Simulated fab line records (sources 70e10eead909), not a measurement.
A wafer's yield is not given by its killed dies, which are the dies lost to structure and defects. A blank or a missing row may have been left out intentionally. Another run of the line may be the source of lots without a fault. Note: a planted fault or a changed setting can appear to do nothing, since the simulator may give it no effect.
fab line records | flow nand_harc
[record] lots = 12 | wafers = 36 | last_day = 34
route steps=1302 shown A_BONDPAD@1219 THIN_TSV@1250 END@1302
lots with no fault: from the same line, run without faults
start_h: the number of hours between the record's first day and the start of the first shown wafer of the lot | wait_h: time in hours since the lot's previous step | " unchanged from the row above | L1.1+2: one row covering several wafers at once | - either no value or no given start | * or withheld: withheld | < > ~ a bound
route shown NAME@n: a module of which the file shows steps, and the number in the route of the first | usual: average and standard deviation across the fault-free wafers | same: alike in all rows | chamber/n: place in a boat | sites: per-site readings | _std_site: standard deviation across them | _edge_site: outer sites' mean less inner sites' | radius_mm: for every site, how far away it sits from the centre of the wafer | mask NAME#n: copy n | behind: the most recent tool/chamber to have shaped the wafer | hold: what put the lot on hold/how long, in hours/how the hold closed | device: which transistor (n, p or np) failed to switch | end of line: the tests these same wafers got at the end of their route | where a step has no rows: the recipe by itself | killed: the dies lost at the first sort to structure and to defects; this is not the yield of the wafer | map: per-die view of a wafer (x killed, . not killed, _ where there is no die)
set.NAME: the run value of the setting; set.NAME@STEP: its run value at that earlier step | model.NAME: the simulator's own value behind a step, which no gauge read
route steps across a sampled set of lots; one table per step, one row per wafer
services: from which hour (start_h, from the record's first day; less than 0 if before it) a tool's chamber was out of use, for how many hours, and why
[[steps]]
[step NHARC_A_BONDPAD_ETCH_34]
[recipe] target_depth_a = 600 | overetch_a = 180 | time_s = 65.91 | ion_energy_ev = 200 | n2_flow_sccm = 150 | h2_flow_sccm = 150 | ar_flow_sccm = 0 | rf_w = 400 | bias_w = 150 | chemistry = N2/H2
[usual] drypump_motor_current_A = 5.5/0.39 | oes_product_au = 1.002/0.0094 | rf_vpp_V = 430.5/2.5 | showerhead_plenum_p_Torr = 2.04/0.087 | throttle_valve_pct = 14.170/0.0097
[same] time_s = 65.91
lot.wafer | tool        | chamber | start_h | wait_h | drypump_motor_current_A | oes_product_au | rf_hours_counter_h | rf_vpp_V | showerhead_plenum_p_Torr | throttle_valve_pct
L670.2    | rie_diel-02 | 1       | 555.14  | 0.1    | 5.0                     | 1.032          | 27                 | 432.7    | 2.10                     | 14.181
L670.4    | "           | 1       | "       | "      | 5.0                     | 1.022          | -                  | 433.3    | 2.10                     | 14.163
L670.6    | "           | 2       | "       | "      | 5.4                     | 1.006          | -                  | 426.1    | 1.89                     | 14.167
L669.1    | rie_diel-02 | 2       | 555.63  | 0.1    | 5.3                     | 1.005          | 26                 | 425.8    | 1.89                     | 14.176
L669.2    | "           | 0       | "       | "      | 5.7                     | 0.995          | 24                 | 432.9    | 2.11                     | 14.165
L669.4    | "           | 1       | "       | "      | 5.0                     | 1.027          | -                  | 431.8    | 2.10                     | 14.171
L668.3    | rie_diel-09 | 0       | 556.91  | 0.1    | 4.9                     | 1.004          | 2                  | 430.1    | 2.03                     | 14.142
L668.2    | "           | 2       | "       | "      | 5.2                     | 1.000          | 1                  | 427.1    | 1.91                     | 14.175
L668.5    | "           | 1       | "       | "      | 5.9                     | 0.998          | -                  | 430.9    | 2.08                     | 14.167
L671.2    | rie_diel-09 | 0       | 566.27  | 0.1    | 4.9                     | 1.015          | 2                  | 430.8    | 2.03                     | 14.174
L671.3    | "           | 2       | "       | "      | 5.2                     | 1.006          | 2                  | 426.6    | 1.90                     | 14.159
L671.6    | "           | 1       | "       | "      | 5.9                     | 1.004          | -                  | 431.8    | 2.08                     | 14.172
L673.4    | rie_diel-09 | 2       | 592.47  | 0.1    | 5.3                     | 0.994          | 3                  | 427.9    | 1.90                     | 14.173
L673.3    | "           | 1       | "       | "      | 5.9                     | 1.002          | 3                  | 431.9    | 2.08                     | 14.147
L673.6    | "           | 2       | "       | "      | 5.2                     | 1.004          | -                  | 426.4    | 1.90                     | 14.171
L672.4    | rie_diel-09 | 2       | 606.32  | 0.1    | 5.3                     | 0.996          | 3                  | 427.1    | 1.90                     | 14.187
L672.2    | "           | 0       | "       | "      | 4.8                     | 1.008          | 3                  | 429.7    | 2.03                     | 14.150
L672.6    | "           | 2       | "       | "      | 5.2                     | 0.995          | -                  | 426.8    | 1.90                     | 14.171
L681.3    | rie_diel-09 | 0       | 663.21  | 0.1    | 4.8                     | 1.007          | 5                  | 430.4    | 2.03                     | 14.170
L681.4    | "           | 2       | "       | "      | 5.2                     | 0.999          | 5                  | 427.4    | 1.90                     | 14.162
L681.6    | "           | 0       | "       | "      | 4.8                     | 1.015          | -                  | 431.1    | 2.03                     | 14.174
L683.2    | rie_diel-09 | 1       | 689.24  | 0.1    | 5.9                     | 0.990          | 0                  | 429.9    | 2.08                     | 14.176
L683.1    | "           | 2       | "       | "      | 5.2                     | 0.986          | 0                  | 425.5    | 1.90                     | 14.170
L683.6    | "           | 2       | "       | "      | 5.2                     | 0.984          | -                  | 428.1    | 1.90                     | 14.168
L685.1    | rie_diel-02 | 0       | 710.71  | 0.1    | 5.7                     | 1.004          | 24                 | 432.1    | 2.10                     | 14.165
L685.2    | "           | 1       | "       | "      | 5.0                     | 1.005          | 23                 | 432.7    | 2.09                     | 14.162
L685.6    | "           | 0       | "       | "      | 5.7                     | 1.005          | -                  | 433.5    | 2.10                     | 14.177
L686.2    | rie_diel-09 | 0       | 727.49  | 0.1    | 4.9                     | 1.004          | 1                  | 428.9    | 2.03                     | 14.169
L686.3    | "           | 1       | "       | "      | 5.9                     | 0.988          | 1                  | 432.6    | 2.08                     | 14.180
L686.4    | "           | 2       | "       | "      | 5.2                     | 0.983          | 1                  | 426.4    | 1.90                     | 14.155
L687.1    | rie_diel-09 | 1       | 764.30  | 0.1    | 5.8                     | 0.995          | 2                  | 431.1    | 2.08                     | 14.174
L687.2    | "           | 3       | "       | "      | 5.8                     | 1.007          | 2                  | 431.1    | 2.07                     | 14.172
L687.5    | "           | 0       | "       | "      | 4.9                     | 1.016          | -                  | 429.8    | 2.03                     | 14.168
L689.1    | rie_diel-11 | 3       | 772.38  | 0.1    | 5.3                     | 1.002          | 50                 | 432.5    | 2.14                     | 14.150
L689.4    | "           | 0       | "       | "      | 5.7                     | 1.011          | 51                 | 434.9    | 2.18                     | 14.188
L689.3    | "           | 1       | "       | "      | 5.7                     | 0.993          | 48                 | 427.9    | 1.92                     | 14.164
[step NHARC_A_BONDPAD_CD_MEAS_13]
[usual] cd_nm = 497.9/2.1
lot.wafer | tool      | chamber | start_h | wait_h | cd_nm
L670.2    | cd_sem-02 | -       | 555.40  | -      | 498.4
L670.4    | "         | -       | "       | "      | 496.9
L670.6    | "         | -       | "       | "      | 496.1
L669.1    | cd_sem-03 | -       | 555.89  | -      | 495.4
L669.2    | "         | -       | "       | "      | 492.6
L669.4    | "         | -       | "       | "      | 495.0
L668.2    | cd_sem-02 | -       | 557.14  | -      | 502.1
L668.3    | "         | -       | "       | "      | 500.2
L668.5    | "         | -       | "       | "      | 499.7
L671.2    | cd_sem-01 | -       | 566.50  | -      | 497.1
L671.3    | "         | -       | "       | "      | 497.7
L671.6    | "         | -       | "       | "      | 497.8
L673.3    | cd_sem-01 | -       | 592.72  | -      | 495.1
L673.4    | "         | -       | "       | "      | 497.6
L673.6    | "         | -       | "       | "      | 495.8
L672.2    | cd_sem-02 | -       | 606.55  | -      | 497.5
L672.4    | "         | -       | "       | "      | 497.4
L672.6    | "         | -       | "       | "      | 498.0
L681.3    | cd_sem-03 | -       | 663.45  | -      | 500.2
L681.4    | "         | -       | "       | "      | 497.0
L681.6    | "         | -       | "       | "      | 501.9
L683.1    | cd_sem-02 | -       | 689.47  | -      | 498.8
L683.2    | "         | -       | "       | "      | 499.1
L683.6    | "         | -       | "       | "      | 498.5
L685.1    | cd_sem-02 | -       | 710.94  | -      | 495.6
L685.2    | "         | -       | "       | "      | 500.3
L685.6    | "         | -       | "       | "      | 498.6
L686.2    | cd_sem-02 | -       | 727.72  | -      | 495.8
L686.3    | "         | -       | "       | "      | 498.2
L686.4    | "         | -       | "       | "      | 497.3
L687.1    | cd_sem-02 | -       | 764.53  | -      | 495.9
L687.2    | "         | -       | "       | "      | 498.0
L687.5    | "         | -       | "       | "      | 496.6
L689.1    | cd_sem-03 | -       | 772.60  | -      | 497.6
L689.3    | "         | -       | "       | "      | 498.3
L689.4    | "         | -       | "       | "      | 498.4
[step NHARC_A_BONDPAD_INSPECT_23]
[usual] raw_defect_count = 591/150
lot.wafer | tool              | chamber | start_h | wait_h | raw_defect_count
L670.2    | defect_inspect-01 | -       | 557.64  | 0.0    | 577
L670.4    | "                 | -       | "       | "      | 572
L670.6    | "                 | -       | "       | "      | 749
L669.1    | defect_inspect-02 | -       | 558.15  | 0.0    | 446
L669.2    | "                 | -       | "       | "      | 503
L669.4    | "                 | -       | "       | "      | 586
L668.2    | defect_inspect-02 | -       | 559.37  | 0.0    | 596
L668.3    | "                 | -       | "       | "      | 749
L668.5    | "                 | -       | "       | "      | 648
L671.2    | defect_inspect-01 | -       | 568.73  | 0.0    | 439
L671.3    | "                 | -       | "       | "      | 409
L671.6    | "                 | -       | "       | "      | 436
L673.3    | defect_inspect-02 | -       | 594.98  | 0.0    | 588
L673.4    | "                 | -       | "       | "      | 609
L673.6    | "                 | -       | "       | "      | 633
L672.2    | defect_inspect-02 | -       | 608.78  | 0.0    | 775
L672.4    | "                 | -       | "       | "      | 496
L672.6    | "                 | -       | "       | "      | 703
L681.3    | defect_inspect-02 | -       | 665.70  | 0.0    | 610
L681.4    | "                 | -       | "       | "      | 516
L681.6    | "                 | -       | "       | "      | 369
L683.1    | defect_inspect-01 | -       | 691.74  | 0.0    | 536
L683.2    | "                 | -       | "       | "      | 481
L683.6    | "                 | -       | "       | "      | 625
L685.1    | defect_inspect-02 | -       | 713.28  | 0.0    | 474
L685.2    | "                 | -       | "       | "      | 530
L685.6    | "                 | -       | "       | "      | 599
L686.2    | defect_inspect-01 | -       | 730.03  | 0.0    | 819
L686.3    | "                 | -       | "       | "      | 614
L686.4    | "                 | -       | "       | "      | 585
L687.1    | defect_inspect-01 | -       | 766.86  | 0.0    | 617
L687.2    | "                 | -       | "       | "      | 651
L687.5    | "                 | -       | "       | "      | 581
L689.1    | defect_inspect-01 | -       | 774.87  | 0.0    | 642
L689.3    | "                 | -       | "       | "      | 723
L689.4    | "                 | -       | "       | "      | 1248
[step NHARC_THIN_TSV_DEP_43]
[recipe] target_thk_a = 13285 | temp_c = withheld | pressure_torr = 6.5 | rf_w = 900 | teos_flow_sccm = 161.4 | flow_sccm = 2650 | target_thk_nm = 1328.5 | gas = O2 | material = SiO2
[usual] chamber_pressure_Torr = 6.502/0.014 | flow_sccm = 2648/7.8 | throttle_valve_pct = 15.5/0.56
lot.wafer | tool     | chamber | start_h | wait_h | chamber_pressure_Torr | flow_sccm | throttle_valve_pct
L670.2    | pecvd-01 | 0       | 569.34  | -      | 6.520                 | 2649      | 14.9
L670.6    | "        | 0       | "       | "      | 6.506                 | 2644      | 14.5
L670.4    | "        | 2       | "       | "      | 6.496                 | 2651      | 15.3
L668.3    | pecvd-01 | 0       | 570.61  | -      | 6.484                 | 2643      | 14.6
L668.2    | "        | 2       | "       | "      | 6.472                 | 2640      | 15.1
L668.5    | "        | 0       | "       | "      | 6.510                 | 2646      | 14.5
L669.2    | pecvd-04 | 0       | 571.77  | -      | 6.514                 | 2645      | 15.9
L669.1    | "        | 1       | "       | "      | 6.505                 | 2644      | 15.6
L669.4    | "        | 1       | "       | "      | 6.490                 | 2654      | 15.9
L671.2    | pecvd-01 | 2       | 581.73  | -      | -                     | -         | -
L671.3    | "        | 0       | "       | "      | -                     | -         | -
L671.6    | "        | 0       | "       | "      | -                     | -         | -
L673.3    | pecvd-02 | 0       | 606.61  | -      | -                     | -         | -
L673.6    | "        | 2       | "       | "      | -                     | -         | -
L673.4    | "        | 0       | "       | "      | -                     | -         | -
L672.2    | pecvd-02 | 2       | 620.30  | -      | 6.500                 | 2650      | 16.2
L672.6    | "        | 1       | "       | "      | 6.513                 | 2648      | 15.4
L672.4    | "        | 2       | "       | "      | 6.494                 | 2665      | 16.4
L681.3    | pecvd-02 | 1       | 677.45  | -      | 6.526                 | 2643      | 15.6
L681.4    | "        | 1       | "       | "      | 6.519                 | 2650      | 15.4
L681.6    | "        | 2       | "       | "      | 6.507                 | 2639      | 16.4
L683.1    | pecvd-01 | 1       | 704.87  | -      | 6.510                 | 2648      | 15.7
L683.2    | "        | 2       | "       | "      | 6.500                 | 2639      | 15.0
L683.6    | "        | 0       | "       | "      | 6.499                 | 2635      | 14.4
L685.2    | pecvd-04 | 0       | 725.85  | -      | 6.496                 | 2650      | 15.5
L685.1    | "        | 1       | "       | "      | 6.516                 | 2651      | 15.8
L685.6    | "        | 0       | "       | "      | 6.483                 | 2655      | 15.4
L686.2    | pecvd-01 | 2       | 745.78  | -      | 6.519                 | 2645      | 15.1
L686.4    | "        | 1       | "       | "      | 6.503                 | 2637      | 15.7
L686.3    | "        | 2       | "       | "      | 6.542                 | 2656      | 15.2
L687.1    | pecvd-01 | 1       | 779.31  | -      | 6.500                 | 2651      | 15.7
L687.2    | "        | 0       | "       | "      | 6.488                 | 2643      | 14.4
L687.5    | "        | 2       | "       | "      | 6.526                 | 2645      | 15.5
L689.3    | pecvd-01 | 1       | 790.17  | -      | 6.519                 | 2657      | 15.6
L689.1    | "        | 2       | "       | "      | 6.511                 | 2639      | 15.1
L689.4    | "        | 1       | "       | "      | 6.506                 | 2655      | 15.8
[step NHARC_END_SORT_01]
[recipe] temp_c = 25
[usual] defect_limited_yield = 91.5/2.4 | killed_at_array = 52/17 | killed_at_other = 0.9/1.2 | killed_at_periphery = 3.9/2.7 | killed_dies = 57/16 | killed_open = 3.3/1.9 | killed_short = 2.5/1.5 | sort_bin_2_pct = 3.0/1.2 | sort_bin_3_pct = 0.6/0.34 | sort_bin_4_pct = 4.8/1.3 | sort_n_pass = 620/16 | sort_rim_yield_pct = 89/4.3 | sort_yield_pct = 91.5/2.4
[same] gross_dies = 677 | sort_bin_5_pct[%] = 0 | sort_bin_6_pct[%] = 0 | sort_bin_7_pct[%] = 0 | sort_bin_8_pct[%] = 0 | sort_rim_n_gross = 106.00
lot.wafer | tool      | chamber | start_h | wait_h | defect_limited_yield[%] | killed_at_array | killed_at_other | killed_at_periphery | killed_dies | killed_open | killed_short | sort_bin_2_pct[%] | sort_bin_3_pct[%] | sort_bin_4_pct[%] | sort_n_pass | sort_rim_yield_pct[%] | sort_yield_pct[%]
L671.2    | prober-01 | 0       | 598.20  | 2.8    | 0                       | 50              | 627             | 0                   | 677         | 2           | 1            | 95.6              | 0.3               | 4.1               | 0           | 0                     | 0
L671.3    | prober-01 | 0       | 599.00  | 3.1    | 0                       | 66              | 606             | 5                   | 677         | 4           | 6            | 93.4              | 1.0               | 5.6               | 0           | 0                     | 0
L671.6    | prober-01 | 0       | 601.39  | 4.0    | 0                       | 68              | 608             | 1                   | 677         | 2           | 4            | 94.2              | 0.3               | 5.5               | 0           | 0                     | 0
L673.3    | prober-02 | 0       | 623.84  | 3.1    | 0                       | 76              | 598             | 3                   | 677         | 1           | 3            | 92.9              | 1.5               | 5.6               | 0           | 0                     | 0
L673.4    | prober-02 | 0       | 624.64  | 3.4    | 0                       | 71              | 605             | 1                   | 677         | 2           | 1            | 93.2              | 0.7               | 6.1               | 0           | 0                     | 0
L673.6    | prober-02 | 0       | 626.24  | 4.0    | 0                       | 71              | 605             | 1                   | 677         | 3           | 6            | 94.1              | 1.0               | 4.9               | 0           | 0                     | 0
L672.2    | prober-01 | 0       | 638.22  | 2.8    | 94.7                    | 32              | 4               | 0                   | 36          | 3           | 3            | 1.0               | 0.1               | 4.1               | 641         | 94                    | 94.7
L672.4    | prober-01 | 0       | 639.84  | 3.4    | 96.2                    | 24              | 1               | 1                   | 26          | 1           | 4            | 0.9               | 0.1               | 2.8               | 651         | 93                    | 96.2
L672.6    | prober-01 | 0       | 641.46  | 4.0    | 94.4                    | 28              | 2               | 8                   | 38          | 7           | 5            | 1.6               | 0.4               | 3.5               | 639         | 94                    | 94.4
// killed by level:class
L671.2 THIN_TSV:area_dep=627 A_CHANNEL_HOLE_D2:chamber_film_flake=32 A_SLIT:chamber_film_flake=9 A_CHANNEL_FILL_D2:chamber_film_flake=2 A_DECK1_JOINT:geometric_particle:open=1 A_BLC:geometric_particle:short=1 A_M1:geometric_particle:open=1 A_ZERO_WELL:chamber_film_flake=1
L671.3 THIN_TSV:area_dep=606 A_CHANNEL_HOLE_D2:chamber_film_flake=31 A_SLIT:chamber_film_flake=28 A_WL_FILL:geometric_particle:short=3 P_M0:geometric_particle:open=2 P_GATE:geometric_particle:short=1 P_M1:geometric_particle:short=1 A_CHANNEL_HOLE_D1:geometric_particle:open=1
L671.6 THIN_TSV:area_dep=606 A_SLIT:chamber_film_flake=31 A_CHANNEL_HOLE_D2:chamber_film_flake=27 STARTING-WAFER:geometric_particle:short=2 A_CHANNEL_HOLE_D1:chamber_film_flake=2 A_CONTACT:chamber_film_flake=2 P_M0:geometric_particle:short=1 A_DECK1_JOINT:geometric_particle:open=1
L673.3 THIN_TSV:area_dep=598 A_CHANNEL_HOLE_D2:chamber_film_flake=33 A_CHANNEL_HOLE_D1:chamber_film_flake=30 A_CONTACT:chamber_film_flake=4 P_CONTACT:chamber_film_flake=2 A_SGD_CUT:chamber_film_flake=2 A_ONON_D1:geometric_particle:short=1 A_CHANNEL_HOLE_D1:geometric_particle:short=1
L673.4 THIN_TSV:area_dep=605 A_CHANNEL_HOLE_D2:chamber_film_flake=31 A_CHANNEL_HOLE_D1:chamber_film_flake=29 A_CONTACT:chamber_film_flake=5 A_SGD_CUT:chamber_film_flake=3 P_GATE:geometric_particle:short=1 A_CHANNEL_FILL_D1:geometric_particle:open=1 A_DECK1_JOINT:geometric_particle:open=1
L673.6 THIN_TSV:area_dep=605 A_CHANNEL_HOLE_D1:chamber_film_flake=30 A_CHANNEL_HOLE_D2:chamber_film_flake=28 A_CHANNEL_FILL_D1:geometric_particle:short=3 A_SGD_CUT:chamber_film_flake=3 A_DECK1_JOINT:geometric_particle:short=2 A_ONON_D1:geometric_particle:open=1 A_ONON_D2:geometric_particle:open=1
L672.2 A_CHANNEL_HOLE_D2:chamber_film_flake=10 A_CHANNEL_HOLE_D1:chamber_film_flake=5 THIN_TSV:chamber_film_flake=4 A_STAIRCASE:chamber_film_flake=3 A_M0:geometric_particle:short=2 A_CHANNEL_FILL_D1:chamber_film_flake=2 A_SLIT:chamber_film_flake=2 A_CONTACT:chamber_film_flake=2
L672.4 A_CHANNEL_HOLE_D1:chamber_film_flake=7 A_CONTACT:chamber_film_flake=4 A_CHANNEL_HOLE_D2:chamber_film_flake=4 A_STAIRCASE:chamber_film_flake=3 A_WL_FILL:geometric_particle:short=2 A_WL_FILL:chamber_film_flake=2 P_M0:geometric_particle:short=1 A_CHANNEL_FILL_D1:geometric_particle:short=1
L672.6 A_CHANNEL_HOLE_D2:chamber_film_flake=10 P_GATE:geometric_particle:open=3 A_WL_FILL:chamber_film_flake=3 A_CHANNEL_HOLE_D1:chamber_film_flake=2 A_CHANNEL_FILL_D1:chamber_film_flake=2 A_CHANNEL_FILL_D2:chamber_film_flake=2 A_CONTACT:chamber_film_flake=2 THIN_TSV:chamber_film_flake=2
[[services]]
tool        | chamber | start_h | hours | kind
pecvd-04    | 1       | 547.83  | 4.8   | repair
rie_diel-02 | 3       | 551.85  | 5.3   | repair
rie_diel-11 | 1       | 555.45  | 7.7   | repair
rie_diel-02 | -       | 557.88  | 4.4   | repair
rie_diel-02 | -       | 570.94  | 9.0   | pm
pecvd-01    | 1       | 579.45  | 57.2  | repair
pecvd-04    | -       | 584.38  | 26.0  | repair
pecvd-02    | -       | 589.10  | 13.0  | pm
pecvd-02    | -       | 611.69  | 0.5   | repair
pecvd-04    | -       | 631.39  | 13.0  | pm
rie_diel-09 | 0       | 649.69  | 4.2   | repair
pecvd-02    | 0       | 650.24  | 3.8   | repair
pecvd-02    | 2       | 661.28  | 6.0   | repair
pecvd-01    | -       | 673.40  | 13.0  | pm
rie_diel-09 | -       | 674.10  | 9.0   | pm
rie_diel-09 | 1       | 692.03  | 4.5   | repair
rie_diel-09 | -       | 702.92  | 3.7   | repair
pecvd-02    | 2       | 710.82  | 2.3   | repair
pecvd-01    | 0       | 743.65  | 2.8   | repair
rie_diel-02 | -       | 747.94  | 9.0   | pm
pecvd-01    | 2       | 750.75  | 19.2  | repair
pecvd-01    | -       | 761.41  | 3.1   | repair
pecvd-02    | -       | 770.10  | 13.0  | pm
pecvd-02    | 0       | 784.69  | 16.9  | repair
[[key]]
[first_sign] step = NHARC_THIN_TSV_DEP_43 | reading = tool_record | direction = missing
[effect] step = NHARC_END_SORT_01 | reading = killed_at_other | direction = up | sigmas = 99+ | usual = 0.9 | struck = 608.2
[more_kills_born_at] NHARC_THIN_TSV_DEP_43@pecvd-01 = 1839 | NHARC_THIN_TSV_DEP_43@pecvd-02 = 1808
met_at NHARC_THIN_TSV_DEP_43
struck_lots L671,L673
later_rows_left_out L671.2,L671.3,L671.6,L673.3,L673.4,L673.6
not_acting_at NHARC_A_BONDPAD_ETCH_34,NHARC_A_BONDPAD_CD_MEAS_13,NHARC_A_BONDPAD_INSPECT_23
onset_between 570.61 581.73
[fault] kind = skipped_step_whole | tool = pecvd-01,pecvd-02 | chamber = - | onset_h = 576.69 | steps = NHARC_THIN_TSV_DEP_43 | scope = struck_lots_only
// later_rows_left_out: the simulator's readings of these wafers behind a module that went badly wrong aren't trusted and aren't shown, but for the sort
